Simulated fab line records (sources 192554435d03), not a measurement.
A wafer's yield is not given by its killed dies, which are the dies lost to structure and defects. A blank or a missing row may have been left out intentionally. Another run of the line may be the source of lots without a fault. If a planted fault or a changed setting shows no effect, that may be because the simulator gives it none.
fab line records	flow n5Finfet
[record] lots = 24	wafers = 72	lastDay = 24
route steps=1938 shown SD_EPI_N@277 SD_EPI_P@303 ILD0@339
lots that met no fault: from a run of the same line without faults
startH: start of the lot's first displayed wafer, in hours after the record's first day	waitH: time in hours since the lot's previous step	" repeats the value in the row above	L1.1+2: a row that stands for several wafers	- either no value or no given start	* or withheld: withheld	< > ~ a bound
route shown NAME@n: names a module that has steps shown in the file, with the first one's number in the route	usual: mean/standard deviation taken from wafers without a fault	same: alike in all rows	chamber/n: place in a boat	sites: per-site readings	_std_site: how widely they spread, as a standard deviation	_edge_site: outer sites' mean less inner sites'	radiusMm: for every site, how far away it sits from the centre of the wafer	mask NAME#n: copy n	behind: tool/chamber where the wafer was last shaped	hold: cause of the lot's hold/its duration in hours/its outcome	device: the transistor (n, p or np) that didn't switch	end of line: the same wafers' tests at the end of the route	step lacking rows: just its recipe	killed: dies lost to structure and defects at the first sort, not the wafer's yield	map: dies across one wafer; x = killed, . = not, _ = none there
set.NAME: setting as actually run; set.NAME@STEP: the setting as run at that earlier step	model.NAME: the simulator's own value behind a step, which no gauge read
one table for each step of the route and one row for each wafer, over a sample of lots
services: a tool's chamber out of use, with start hour (startH, from the record's first day; less than 0 if before it), hours out, and reason
[[steps]]
[step N5_SD_EPI_N_ETCHBACK_44]
[recipe] chemistry = CH3F/O2	mode = anisotropicEtchback	target = SiNx	targetDepthA = 145	stopOn = SiO2	overEtchFrac = 0.3	ionEnergyEv = 120	pressureMtorr = 30	sourceW = 395	biasW = 73	Ar_flow_sccm = 150	CH3F_flow_sccm = 30	O2_flow_sccm = 20
[usual] O2_flow_sccm = 20.00/0.062	drypumpMotorCurrentA = 5.8/0.42	oesProductAu = 0.65/0.054	rfVppV = 298/6.7	showerheadPlenumPTorr = 1.99/0.073	throttleValvePct = 16.41/0.21
[same] overEtchFrac = 0.3
lot.wafer	tool	chamber	startH	waitH	O2_flow_sccm	drypumpMotorCurrentA	oesProductAu	rfHoursCounterH	rfVppV	showerheadPlenumPTorr	throttleValvePct
L074.2	rieDiel-06	3	53.70	0.0	19.99	6.0	0.71	86	290	1.87	16.42
L074.4	"	1	"	"	20.00	6.1	0.62	209	297	1.98	16.65
L074.5	"	1	"	"	19.99	6.2	0.61	-	299	1.98	16.64
L075.1	rieDiel-03	1	57.97	0.0	19.98	5.5	0.68	119	299	2.09	16.07
L075.4	"	0	"	"	20.09	6.1	0.67	105	308	2.00	16.41
L075.6	"	2	"	"	20.00	5.9	0.66	-	290	1.93	16.21
L076.2	rieDiel-06	1	61.13	0.0	19.98	6.1	0.61	212	299	1.98	16.63
L076.4	"	3	"	"	20.17	5.9	0.70	88	290	1.87	16.39
L076.6	"	0	"	"	19.91	5.0	0.61	-	297	2.07	16.45
L077.2	rieDiel-03	2	69.35	0.0	19.99	5.9	0.65	150	291	1.92	16.21
L077.3	"	3	"	"	20.05	6.0	0.62	180	289	1.91	16.44
L077.6	"	3	"	"	19.86	6.0	0.62	-	288	1.91	16.44
L078.2	rieDiel-06	0	74.38	0.0	20.04	5.0	0.61	227	295	2.06	16.48
L078.4	"	3	"	"	19.92	5.9	0.70	92	292	1.87	16.41
L078.6	"	1	"	"	19.99	6.1	0.60	-	298	1.97	16.64
L079.1	rieDiel-06	1	79.46	0.0	19.96	6.1	0.61	218	297	1.97	16.65
L079.2	"	3	"	"	19.98	5.9	0.70	94	291	1.87	16.42
L079.3	"	0	"	"	20.03	5.0	0.60	229	295	2.06	16.48
L080.1	rieDiel-06	3	84.55	0.0	20.04	6.0	0.69	97	291	1.87	16.41
L080.5	"	2	"	"	20.00	5.1	0.66	-	303	2.00	16.59
L080.6	"	1	"	"	19.94	6.1	0.60	-	297	1.97	16.65
L081.2	rieDiel-03	0	92.49	0.0	20.10	6.1	0.66	115	307	2.00	16.43
L081.3	"	3	"	"	20.00	6.0	0.62	187	290	1.91	16.46
L081.5	"	0	"	"	20.07	6.1	0.66	-	306	2.00	16.42
L082.1	rieDiel-03	2	96.89	0.0	19.93	5.9	0.65	158	290	1.92	16.24
L082.5	"	0	"	"	19.97	6.1	0.66	-	306	2.00	16.41
L082.6	"	1	"	"	19.99	5.4	0.67	-	298	2.09	16.07
L083.1	rieDiel-06	2	105.18	0.0	19.99	5.2	0.66	144	303	2.00	16.61
L083.3	"	1	"	"	20.08	6.1	0.60	228	298	1.97	16.68
L083.4	"	3	"	"	20.04	5.9	0.68	104	291	1.87	16.43
L084.1	rieDiel-06	3	111.18	0.0	20.04	5.9	0.69	105	291	1.87	16.41
L084.2	"	0	"	"	20.03	5.1	0.60	239	294	2.06	16.46
L084.3	"	2	"	"	20.10	5.1	0.66	146	302	2.00	16.63
L085.1	rieDiel-02	3	118.09	0.0	20.00	5.2	0.60	251	311	2.06	16.67
L085.4	"	3	"	"	20.07	5.2	0.59	-	310	2.06	16.65
L085.5	"	2	"	"	19.95	5.7	0.58	-	301	2.06	16.70
L087.2	rieDiel-03	3	128.12	0.0	20.03	6.0	0.61	198	289	1.91	16.50
L087.4	"	1	"	"	19.96	5.4	0.67	139	297	2.08	16.10
L087.6	"	2	"	"	20.01	5.9	0.64	-	292	1.92	16.24
L088.3	rieDiel-06	2	134.22	0.0	20.01	5.1	0.65	155	303	1.99	16.65
L088.4	"	0	"	"	20.05	5.0	0.60	248	295	2.06	16.51
L088.5	"	0	"	"	20.11	5.0	0.60	-	296	2.06	16.50
L086.2	rieDiel-03	2	137.95	0.0	20.02	5.9	0.64	170	291	1.92	16.25
L086.3	"	0	"	"	19.89	6.1	0.65	131	308	1.99	16.45
L086.4	"	3	"	"	20.13	6.0	0.61	202	291	1.90	16.49
L089.2	rieDiel-03	3	141.68	0.0	19.98	6.0	0.60	203	289	1.90	16.48
L089.4	"	1	"	"	20.01	5.5	0.66	143	297	2.08	16.09
L089.5	"	2	"	"	19.94	5.9	0.65	-	290	1.92	16.24
L090.2	rieDiel-02	1	145.56	0.0	19.96	6.1	0.74	34	305	2.12	15.94
L090.5	"	0	"	"	19.88	6.5	0.81	-	313	2.05	16.32
L090.6	"	1	"	"	19.90	6.1	0.75	-	305	2.12	15.92
L091.2	rieDiel-03	0	152.22	0.0	20.05	6.1	0.65	136	307	1.99	16.46
L091.4	"	2	"	"	20.00	5.9	0.64	176	289	1.92	16.26
L091.5	"	3	"	"	20.00	6.0	0.60	-	290	1.90	16.50
L092.2	rieDiel-03	3	163.26	0.0	19.93	6.0	0.60	211	290	1.90	16.51
L092.3	"	0	"	"	19.93	6.1	0.65	139	309	1.99	16.46
L092.4	"	2	"	"	19.88	5.9	0.63	180	290	1.91	16.27
L093.2	rieDiel-02	0	165.09	0.0	20.06	6.5	0.77	13	311	2.05	16.34
L093.3	"	3	"	"	19.96	5.2	0.83	0	310	2.06	16.18
L093.4	"	0	"	"	20.08	6.5	0.78	-	312	2.05	16.35
L094.3	rieDiel-06	3	173.30	0.0	19.99	5.9	0.67	134	291	1.86	16.48
L094.4	"	2	"	"	20.02	5.1	0.64	-	302	1.99	16.65
L094.6	"	3	"	"	20.00	5.9	0.67	-	289	1.86	16.51
L095.4	rieDiel-03	3	174.68	0.0	19.88	6.0	0.60	217	290	1.90	16.51
L095.5	"	0	"	"	19.95	6.1	0.64	-	308	1.99	16.50
L095.6	"	1	"	"	20.01	5.5	0.66	-	297	2.08	16.14
L096.1	rieDiel-06	3	184.21	0.0	19.99	6.0	0.66	139	291	1.86	16.50
L096.2	"	2	"	"	19.83	5.1	0.64	175	302	1.99	16.66
L096.6	"	2	"	"	19.91	5.1	0.64	-	304	1.99	16.67
L097.1	rieDiel-03	3	192.18	0.0	20.04	6.0	0.60	223	289	1.90	16.53
L097.4	"	0	"	"	19.86	6.1	0.64	151	307	1.99	16.51
L097.6	"	1	"	"	20.06	5.5	0.65	-	299	2.08	16.14
[step N5_SD_EPI_N_SD_RECESS_17]
[recipe] chemistry = HBr/Cl2/O2	targetDepthA = 410	maskMaterial = SOC	timeS = 23.7	btTimeS = 3	pressureMtorr = 10	icpW = 800	biasW = 112	HBr_flow_sccm = 150	Cl2_flow_sccm = 80	O2_flow_sccm = 12
[usual] O2_flow_sccm = 12.01/0.037	drypumpMotorCurrentA = 5.5/0.36	oesProductAu = 0.993/0.018	throttleValvePct = 37.2/0.3
[same] timeS = 23.7
lot.wafer	tool	chamber	startH	waitH	O2_flow_sccm	drypumpMotorCurrentA	oesProductAu	rfHoursCounterH	throttleValvePct
L074.2	rieSi-05	2	53.97	0.0	12.01	5.4	1.001	165	37.4
L074.4	"	3	"	"	12.01	5.6	1.022	110	37.0
L074.5	"	3	"	"	12.03	5.5	1.026	-	37.0
L075.1	rieSi-03	1	58.24	0.0	12.01	5.9	1.010	120	37.8
L075.4	"	2	"	"	12.05	5.9	0.986	68	37.0
L075.6	"	2	"	"	12.01	5.9	0.992	-	37.1
L076.2	rieSi-06	1	61.41	0.0	12.00	4.8	1.016	141	37.2
L076.4	"	3	"	"	11.99	5.5	0.982	53	36.8
L076.6	"	2	"	"	11.99	5.3	0.989	-	37.4
L077.2	rieSi-06	3	69.62	0.0	12.01	5.5	0.975	54	36.7
L077.3	"	1	"	"	11.96	4.7	1.014	141	37.3
L077.6	"	1	"	"	12.03	4.7	1.025	-	37.2
L078.2	rieSi-03	3	74.65	0.0	11.99	5.8	0.965	143	37.5
L078.4	"	0	"	"	12.03	5.4	0.985	146	37.2
L078.6	"	0	"	"	11.96	5.4	0.979	-	37.2
L079.1	rieSi-05	2	79.73	0.0	11.92	5.4	1.000	165	37.4
L079.2	"	1	"	"	11.99	6.0	1.007	117	37.6
L079.3	"	3	"	"	11.97	5.5	1.033	111	37.0
L080.1	rieSi-03	2	84.82	0.0	11.97	6.0	0.989	68	37.1
L080.5	"	1	"	"	12.03	5.9	1.013	-	37.8
L080.6	"	2	"	"	11.99	6.0	0.997	-	37.0
L081.2	rieSi-03	3	92.76	0.0	11.94	5.8	0.969	144	37.5
L081.3	"	0	"	"	11.99	5.3	0.991	147	37.2
L081.5	"	3	"	"	11.95	5.8	0.975	-	37.5
L082.1	rieSi-03	0	97.17	0.0	12.02	5.4	0.993	147	37.2
L082.5	"	3	"	"	11.98	5.8	0.962	-	37.5
L082.6	"	0	"	"	11.96	5.4	0.983	-	37.2
L083.1	rieSi-05	0	105.45	0.0	11.98	5.8	0.976	5	37.1
L083.3	"	3	"	"	12.00	5.6	1.028	111	37.0
L083.4	"	1	"	"	12.03	6.1	1.017	117	37.6
L084.1	rieSi-06	1	111.45	0.0	12.02	4.8	1.013	142	37.2
L084.2	"	0	"	"	12.08	5.4	0.981	176	36.8
L084.3	"	2	"	"	11.97	5.2	0.984	109	37.4
L085.1	rieSi-06	3	118.36	0.0	11.98	5.5	0.984	54	36.8
L085.4	"	2	"	"	11.98	5.2	0.996	109	37.4
L085.5	"	2	"	"	11.96	5.2	0.993	-	37.4
L087.2	rieSi-06	0	128.39	0.0	12.04	5.4	0.987	177	36.8
L087.4	"	1	"	"	12.06	4.8	1.011	142	37.2
L087.6	"	1	"	"	12.04	4.7	1.012	-	37.2
L088.3	rieSi-03	0	134.49	0.0	11.97	5.4	0.977	148	37.2
L088.4	"	1	"	"	11.99	5.9	1.009	121	37.8
L088.5	"	0	"	"	12.01	5.4	0.994	-	37.2
L086.2	rieSi-05	2	138.22	0.0	12.03	5.4	1.009	166	37.4
L086.3	"	0	"	"	12.07	5.8	0.984	6	37.1
L086.4	"	2	"	"	12.02	5.4	1.011	-	37.4
L089.2	rieSi-06	3	141.95	0.0	11.98	5.5	0.978	55	36.8
L089.4	"	0	"	"	12.01	5.4	0.979	177	36.8
L089.5	"	2	"	"	12.02	5.2	0.994	-	37.4
L090.2	rieSi-03	2	145.83	0.0	12.00	5.9	0.989	69	37.0
L090.5	"	3	"	"	11.99	5.8	0.961	-	37.5
L090.6	"	2	"	"	11.97	6.0	0.984	-	37.0
L091.2	rieSi-06	2	152.49	0.0	12.01	5.2	0.990	110	37.4
L091.4	"	1	"	"	11.99	4.8	1.022	143	37.2
L091.5	"	1	"	"	12.07	4.8	1.003	-	37.2
L092.2	rieSi-06	2	163.53	0.0	11.99	5.2	0.995	110	37.4
L092.3	"	0	"	"	11.99	5.4	0.995	177	36.8
L092.4	"	3	"	"	12.04	5.5	0.984	55	36.8
L093.2	rieSi-06	0	165.36	0.0	11.94	5.4	0.982	177	36.8
L093.3	"	3	"	"	11.98	5.5	0.981	55	36.8
L093.4	"	1	"	"	11.99	4.7	1.017	143	37.2
L094.3	rieSi-06	0	173.57	0.0	12.05	5.4	0.997	178	36.8
L094.4	"	1	"	"	11.99	4.7	1.017	143	37.2
L094.6	"	3	"	"	12.01	5.5	0.974	-	36.8
L095.4	rieSi-05	1	174.96	0.0	11.97	6.0	1.014	119	37.6
L095.5	"	0	"	"	12.00	5.8	0.979	-	37.1
L095.6	"	1	"	"	12.03	6.1	1.008	-	37.6
L096.1	rieSi-03	0	184.48	0.0	11.99	5.4	0.986	148	37.2
L096.2	"	1	"	"	12.03	5.9	1.018	122	37.8
L096.6	"	3	"	"	11.95	5.8	0.970	-	37.5
L097.1	rieSi-06	2	192.45	0.0	12.02	5.2	0.995	110	37.4
L097.4	"	1	"	"	12.03	4.8	1.023	144	37.2
L097.6	"	0	"	"	12.01	5.4	0.996	-	36.8
[step N5_SD_EPI_N_VAPOR_ETCH_50]
[recipe] chemistry = HCl	target = Si	tempC = 775	timeS = 54	pressureTorr = 20	mode = isotropic
[usual] throttleValvePct = 11.69/0.25
[same] timeS = 54
lot.wafer	tool	chamber	startH	waitH	throttleValvePct
L074.2	epiRpcvd-02	0	54.94	0.4	11.29
L074.4	"	0	"	"	11.25
L074.5	"	0	"	"	11.19
L075.1	epiRpcvd-03	0	59.07	0.3	12.04
L075.4	"	0	"	"	11.86
L075.6	"	0	"	"	11.67
L076.2	epiRpcvd-03	0	62.24	0.3	12.01
L076.4	"	0	"	"	12.18
L076.6	"	0	"	"	11.84
L077.2	epiRpcvd-03	0	70.45	0.3	11.76
L077.3	"	0	"	"	11.46
L077.6	"	0	"	"	11.82
L078.2	epiRpcvd-03	0	75.49	0.3	12.07
L078.4	"	0	"	"	11.52
L078.6	"	0	"	"	11.80
L079.1	epiRpcvd-03	0	80.54	0.3	11.89
L079.2	"	0	"	"	11.79
L079.3	"	0	"	"	11.85
L080.1	epiRpcvd-03	0	85.65	0.3	11.97
L080.5	"	0	"	"	11.86
L080.6	"	0	"	"	11.69
L081.2	epiRpcvd-02	0	93.60	0.3	11.31
L081.3	"	0	"	"	11.69
L081.5	"	0	"	"	11.37
L082.1	epiRpcvd-01	0	98.00	0.3	11.65
L082.5	"	0	"	"	11.65
L082.6	"	0	"	"	11.85
L083.1	epiRpcvd-02	0	106.27	0.3	11.44
L083.3	"	0	"	"	11.50
L083.4	"	0	"	"	11.51
L084.1	epiRpcvd-02	0	112.26	0.3	11.74
L084.2	"	0	"	"	11.39
L084.3	"	0	"	"	11.28
L085.1	epiRpcvd-01	0	119.17	0.3	11.73
L085.4	"	0	"	"	11.63
L085.5	"	0	"	"	11.80
L087.2	epiRpcvd-01	0	129.23	0.3	11.66
L087.4	"	0	"	"	11.67
L087.6	"	0	"	"	12.01
L088.3	epiRpcvd-02	0	135.36	0.2	11.63
L088.4	"	0	"	"	11.49
L088.5	"	0	"	"	11.50
L086.2	epiRpcvd-01	0	139.06	0.3	12.01
L086.3	"	0	"	"	11.71
L086.4	"	0	"	"	11.49
L089.2	epiRpcvd-03	0	142.78	0.3	12.34
L089.4	"	0	"	"	11.61
L089.5	"	0	"	"	11.71
L090.2	epiRpcvd-02	0	146.79	0.3	11.46
L090.5	"	0	"	"	11.36
L090.6	"	0	"	"	11.63
L091.2	epiRpcvd-01	0	153.34	0.3	11.65
L091.4	"	0	"	"	11.65
L091.5	"	0	"	"	11.97
L092.2	epiRpcvd-03	0	164.37	0.3	11.96
L092.3	"	0	"	"	11.94
L092.4	"	0	"	"	11.86
L093.2	epiRpcvd-02	0	166.20	0.3	11.41
L093.3	"	0	"	"	11.34
L093.4	"	0	"	"	11.45
L094.3	epiRpcvd-02	0	174.44	0.2	10.95
L094.4	"	0	"	"	11.67
L094.6	"	0	"	"	11.76
L095.4	epiRpcvd-01	0	175.86	0.2	11.65
L095.5	"	0	"	"	11.81
L095.6	"	0	"	"	11.75
L096.1	epiRpcvd-01	0	185.29	0.3	11.79
L096.2	"	0	"	"	11.76
L096.6	"	0	"	"	11.80
L097.1	epiRpcvd-03	0	193.38	0.4	11.78
L097.4	"	0	"	"	11.75
L097.6	"	0	"	"	11.76
[step N5_SD_EPI_P_CD_MEAS_09]
[recipe] targetCdNm = 240	landingEnergyEv = 500	detector = seInlens
[usual] cdNm = 240.3/0.76
lot.wafer	tool	chamber	startH	waitH	cdNm
L074.2	cdSem-01	0	58.26	-	241.0
L074.4	"	0	"	"	240.1
L074.5	"	0	"	"	240.6
L075.1	cdSem-03	0	62.37	-	241.4
L075.4	"	0	"	"	241.4
L075.6	"	0	"	"	240.5
L076.2	cdSem-02	0	64.94	-	241.8
L076.4	"	0	"	"	241.8
L076.6	"	0	"	"	241.1
L077.2	cdSem-01	0	73.27	-	240.5
L077.3	"	0	"	"	240.6
L077.6	"	0	"	"	239.7
L078.2	cdSem-01	0	78.20	-	239.5
L078.4	"	0	"	"	239.2
L078.6	"	0	"	"	240.7
L079.1	cdSem-03	0	83.39	-	240.5
L079.2	"	0	"	"	239.6
L079.3	"	0	"	"	239.1
L080.1	cdSem-02	0	88.84	-	239.0
L080.5	"	0	"	"	239.8
L080.6	"	0	"	"	238.2
L081.2	cdSem-03	0	96.52	-	241.5
L081.3	"	0	"	"	240.0
L081.5	"	0	"	"	240.4
L082.1	cdSem-01	0	100.76	-	240.6
L082.5	"	0	"	"	240.5
L082.6	"	0	"	"	241.6
L083.1	cdSem-03	0	109.14	-	239.5
L083.3	"	0	"	"	239.7
L083.4	"	0	"	"	240.7
L084.1	cdSem-02	0	115.00	-	240.7
L084.2	"	0	"	"	239.7
L084.3	"	0	"	"	240.7
L085.1	cdSem-01	0	122.02	-	240.9
L085.4	"	0	"	"	240.8
L085.5	"	0	"	"	241.8
L087.2	cdSem-03	0	131.95	-	240.6
L087.4	"	0	"	"	241.0
L087.6	"	0	"	"	240.9
L088.3	cdSem-03	0	138.20	-	239.9
L088.4	"	0	"	"	239.5
L088.5	"	0	"	"	239.9
L086.2	cdSem-01	0	141.90	-	240.9
L086.3	"	0	"	"	240.3
L086.4	"	0	"	"	240.1
L089.2	cdSem-03	0	145.61	-	239.0
L089.4	"	0	"	"	239.2
L089.5	"	0	"	"	239.3
L090.2	cdSem-01	0	149.61	-	241.6
L090.5	"	0	"	"	241.8
L090.6	"	0	"	"	240.9
L091.2	cdSem-01	0	156.05	-	241.2
L091.4	"	0	"	"	241.0
L091.5	"	0	"	"	239.9
L092.2	cdSem-03	0	167.21	-	241.0
L092.3	"	0	"	"	241.6
L092.4	"	0	"	"	240.4
L093.2	cdSem-01	0	169.05	-	239.7
L093.3	"	0	"	"	240.1
L093.4	"	0	"	"	240.1
L094.3	cdSem-03	0	177.23	-	239.6
L094.4	"	0	"	"	239.2
L094.6	"	0	"	"	239.9
L095.4	cdSem-03	0	178.71	-	241.0
L095.5	"	0	"	"	241.6
L095.6	"	0	"	"	240.3
L096.1	cdSem-02	0	188.10	-	239.8
L096.2	"	0	"	"	239.8
L096.6	"	0	"	"	239.8
L097.1	cdSem-03	0	196.85	-	240.7
L097.4	"	0	"	"	239.8
L097.6	"	0	"	"	240.0
[step N5_SD_EPI_P_ETCH_37]
[recipe] chemistry = N2/H2	target = SOC	overetchA = 1080	maskMaterial = SiARC	tempC = 40	ionEnergyEv = 100	sourceW = 3000	biasW = 133	pressureMtorr = 20	timeS = 486	n2FlowSccm = 200	h2FlowSccm = 200	ends = endPoint
[usual] drypumpMotorCurrentA = 5.6/0.39	oesProductAu = 0.70/0.068	rfVppV = 241.0/1.1	showerheadPlenumPTorr = 2.56/0.069	throttleValvePct = 23.65/0.27
lot.wafer	tool	chamber	startH	waitH	drypumpMotorCurrentA	oesProductAu	rfHoursCounterH	rfVppV	showerheadPlenumPTorr	throttleValvePct
L074.2	rieDiel-01	1	58.44	0.0	5.6	0.76	58	240.9	2.59	23.69
L074.4	"	0	"	"	5.0	0.71	84	241.1	2.46	23.33
L074.5	"	1	"	"	5.6	0.76	-	240.9	2.59	23.69
L075.1	rieDiel-04	0	62.56	0.0	5.3	0.84	6	242.7	2.72	24.10
L075.4	"	2	"	"	5.1	0.67	161	242.7	2.65	24.11
L075.6	"	3	"	"	5.8	0.70	-	241.0	2.57	23.41
L076.2	rieDiel-04	3	65.11	0.0	5.8	0.71	121	240.8	2.57	23.42
L076.4	"	1	"	"	5.4	0.68	164	241.0	2.54	23.83
L076.6	"	3	"	"	5.8	0.70	-	240.2	2.57	23.42
L077.2	rieDiel-05	0	73.45	0.0	5.3	0.66	174	241.0	2.51	23.57
L077.3	"	2	"	"	5.6	0.71	103	241.7	2.54	23.39
L077.6	"	3	"	"	5.9	0.64	-	240.1	2.49	23.35
L078.2	rieDiel-05	3	78.38	0.0	5.9	0.65	208	241.4	2.49	23.38
L078.4	"	0	"	"	5.3	0.66	175	241.4	2.51	23.58
L078.6	"	0	"	"	5.3	0.66	-	242.6	2.51	23.60
L079.1	rieDiel-01	1	83.61	0.0	5.6	0.75	64	240.8	2.59	23.71
L079.2	"	0	"	"	5.0	0.71	90	239.1	2.46	23.35
L079.3	"	3	"	"	6.2	0.63	246	240.7	2.59	23.55
L080.1	rieDiel-05	0	89.02	0.0	5.3	0.66	178	239.9	2.51	23.59
L080.5	"	3	"	"	5.9	0.64	-	240.6	2.49	23.36
L080.6	"	2	"	"	5.6	0.71	-	240.7	2.54	23.38
L081.2	rieDiel-04	2	97.03	0.0	5.1	0.66	170	241.4	2.64	24.13
L081.3	"	3	"	"	5.8	0.69	130	241.1	2.56	23.43
L081.5	"	3	"	"	5.8	0.70	-	238.4	2.56	23.43
L082.1	rieDiel-04	3	101.14	0.0	5.8	0.70	132	240.3	2.56	23.42
L082.5	"	0	"	"	5.3	0.81	-	240.3	2.71	24.11
L082.6	"	1	"	"	5.4	0.67	-	240.6	2.54	23.85
L083.1	rieDiel-01	2	109.32	0.0	6.2	0.60	248	241.5	2.60	23.89
L083.3	"	1	"	"	5.6	0.74	67	241.7	2.58	23.69
L083.4	"	3	"	"	6.2	0.63	248	241.4	2.59	23.54
L084.1	rieDiel-04	0	115.18	0.0	5.3	0.80	20	243.6	2.71	24.14
L084.2	"	3	"	"	5.8	0.69	135	240.5	2.56	23.44
L084.3	"	2	"	"	5.1	0.66	176	242.3	2.64	24.12
L085.1	rieDiel-01	3	122.20	0.0	6.2	0.63	252	242.0	2.58	23.55
L085.4	"	3	"	"	6.2	0.63	-	241.1	2.58	23.55
L085.5	"	0	"	"	5.0	0.70	-	239.2	2.45	23.35
L087.2	rieDiel-05	1	132.45	0.0	5.9	0.64	201	240.7	2.51	23.76
L087.4	"	0	"	"	5.3	0.65	189	241.2	2.51	23.59
L087.6	"	3	"	"	5.9	0.64	-	241.3	2.48	23.39
L088.3	rieDiel-04	0	138.38	0.0	5.3	0.79	26	241.4	2.71	24.14
L088.4	"	3	"	"	5.8	0.69	141	241.5	2.56	23.43
L088.5	"	1	"	"	5.4	0.65	-	240.2	2.53	23.86
L086.2	rieDiel-01	2	142.08	0.0	6.1	0.85	4	240.5	2.60	23.56
L086.3	"	1	"	"	5.6	0.73	79	242.7	2.58	23.73
L086.4	"	2	"	"	6.2	0.86	-	242.1	2.60	23.56
L089.2	rieDiel-05	0	145.84	0.0	5.3	0.65	193	240.1	2.51	23.58
L089.4	"	1	"	"	5.9	0.64	205	240.4	2.51	23.77
L089.5	"	1	"	"	5.9	0.64	-	239.9	2.51	23.75
L090.2	rieDiel-01	0	150.77	0.0	5.0	0.69	108	239.9	2.45	23.36
L090.5	"	0	"	"	5.0	0.70	-	240.3	2.45	23.36
L090.6	"	2	"	"	6.2	0.84	-	241.2	2.60	23.59
L091.2	rieDiel-01	3	157.12	0.0	6.2	0.88	3	241.2	2.58	23.30
L091.4	"	2	"	"	6.2	0.83	-	241.5	2.59	23.57
L091.5	"	3	"	"	6.2	0.88	-	241.3	2.58	23.30
L092.2	rieDiel-05	3	167.39	0.0	5.9	0.62	236	240.1	2.48	23.39
L092.3	"	1	"	"	5.9	0.63	215	240.2	2.51	23.77
L092.4	"	2	"	"	5.7	0.68	132	240.2	2.53	23.41
L093.2	rieDiel-01	2	169.23	0.0	6.2	0.82	17	242.4	2.59	23.59
L093.3	"	1	"	"	5.6	0.72	91	241.5	2.57	23.74
L093.4	"	3	"	"	6.2	0.86	6	240.5	2.58	23.31
L094.3	rieDiel-01	2	177.41	0.0	6.2	0.82	20	241.3	2.59	23.58
L094.4	"	3	"	"	6.2	0.85	9	240.0	2.58	23.31
L094.6	"	0	"	"	5.0	0.69	-	240.3	2.45	23.36
L095.4	rieDiel-05	1	179.61	0.2	5.9	0.63	-	238.9	2.51	23.77
L095.5	"	2	"	"	5.6	0.68	-	239.6	2.52	23.43
L095.6	"	0	"	"	5.3	0.64	-	242.7	2.50	23.60
L096.1	rieDiel-04	3	188.77	0.0	5.8	0.68	155	242.2	2.55	23.45
L096.2	"	1	"	"	5.4	0.65	198	240.8	2.53	23.87
L096.6	"	0	"	"	5.3	0.77	-	243.3	2.70	24.15
L097.1	rieDiel-04	1	197.06	0.0	5.4	0.65	201	240.3	2.52	23.88
L097.4	"	2	"	"	5.1	0.64	198	241.4	2.63	24.15
L097.6	"	2	"	"	5.1	0.64	-	243.3	2.63	24.14
[step N5_ILD0_THK_MEAS_04]
[usual] thkNm = 196.9/1.2
lot.wafer	tool	chamber	startH	waitH	thkNm
L074.2	filmMetro-02	-	66.37	-	197.6
L074.4	"	-	"	"	197.4
L074.5	"	-	"	"	196.8
L075.1	filmMetro-01	-	69.71	-	197.2
L075.4	"	-	"	"	197.5
L075.6	"	-	"	"	196.9
L076.2	filmMetro-02	-	73.05	-	197.2
L076.4	"	-	"	"	196.0
L076.6	"	-	"	"	196.0
L077.2	filmMetro-02	-	80.55	-	197.3
L077.3	"	-	"	"	196.1
L077.6	"	-	"	"	195.8
L078.2	filmMetro-02	-	85.48	-	197.7
L078.4	"	-	"	"	196.8
L078.6	"	-	"	"	197.6
L079.1	filmMetro-02	-	91.09	-	196.2
L079.2	"	-	"	"	196.5
L079.3	"	-	"	"	195.8
L080.1	filmMetro-01	-	96.61	-	197.2
L080.5	"	-	"	"	197.7
L080.6	"	-	"	"	196.5
L081.2	filmMetro-01	-	104.12	-	194.1
L081.3	"	-	"	"	196.4
L081.5	"	-	"	"	195.0
L082.1	filmMetro-02	-	108.38	-	198.2
L082.5	"	-	"	"	196.6
L082.6	"	-	"	"	198.6
L083.1	filmMetro-02	-	116.74	-	196.2
L083.3	"	-	"	"	197.6
L083.4	"	-	"	"	197.8
L084.1	filmMetro-02	-	122.36	-	198.3
L084.2	"	-	"	"	197.7
L084.3	"	-	"	"	200.8
L085.1	filmMetro-01	-	129.28	-	197.9
L085.4	"	-	"	"	196.7
L085.5	"	-	"	"	198.6
L087.2	filmMetro-02	-	139.99	-	196.8
L087.4	"	-	"	"	195.3
L087.6	"	-	"	"	196.7
L088.3	filmMetro-01	-	145.57	-	193.9
L088.4	"	-	"	"	194.6
L088.5	"	-	"	"	195.3
L086.2	filmMetro-01	-	149.25	-	197.9
L086.3	"	-	"	"	197.0
L086.4	"	-	"	"	198.0
L089.2	filmMetro-02	-	153.37	-	196.7
L089.4	"	-	"	"	196.7
L089.5	"	-	"	"	197.8
L090.2	filmMetro-01	-	158.32	-	196.3
L090.5	"	-	"	"	196.3
L090.6	"	-	"	"	194.6
L091.2	filmMetro-01	-	164.37	-	196.6
L091.4	"	-	"	"	197.5
L091.5	"	-	"	"	198.5
L093.2	filmMetro-01	-	176.84	-	196.2
L093.3	"	-	"	"	196.0
L093.4	"	-	"	"	196.5
L092.2	filmMetro-01	-	177.01	-	197.5
L092.3	"	-	"	"	197.6
L092.4	"	-	"	"	197.1
L094.3	filmMetro-02	-	184.50	-	197.7
L094.4	"	-	"	"	197.5
L094.6	"	-	"	"	198.6
L095.4	filmMetro-01	-	187.85	-	197.4
L095.5	"	-	"	"	195.9
L095.6	"	-	"	"	197.3
L096.1	filmMetro-01	-	196.95	-	195.8
L096.2	"	-	"	"	195.0
L096.6	"	-	"	"	194.8
L097.1	filmMetro-01	-	205.00	-	197.9
L097.4	"	-	"	"	196.0
L097.6	"	-	"	"	196.5
[[services]]
tool	chamber	startH	hours	kind
epiRpcvd-01	-	43.83	8.1	pm
rieDiel-03	0	51.68	3.3	repair
rieSi-06	2	68.26	4.1	repair
rieDiel-06	2	75.00	5.8	repair
rieSi-03	-	75.75	0.1	repair
rieSi-06	1	84.88	7.0	repair
rieDiel-01	0	87.43	7.3	repair
rieDiel-04	-	91.50	0.6	repair
rieDiel-01	0	98.96	4.9	repair
rieDiel-05	-	102.29	0.8	repair
rieDiel-06	2	137.78	10.1	repair
rieSi-03	1	140.53	8.7	repair
rieDiel-04	-	140.84	11.0	repair
rieDiel-01	0	147.44	2.4	repair
rieDiel-01	0	155.67	2.0	repair
rieDiel-01	-	155.97	0.6	repair
epiRpcvd-01	-	162.09	2.8	pm
epiRpcvd-02	-	163.97	0.8	pm
rieDiel-04	2	173.32	3.1	repair
rieSi-06	3	173.76	2.0	repair
rieDiel-05	3	175.09	8.5	repair
rieDiel-06	1	178.68	8.3	repair
rieDiel-04	-	184.97	0.5	repair
rieDiel-06	0	190.59	13.1	repair
[[key]]
fault none
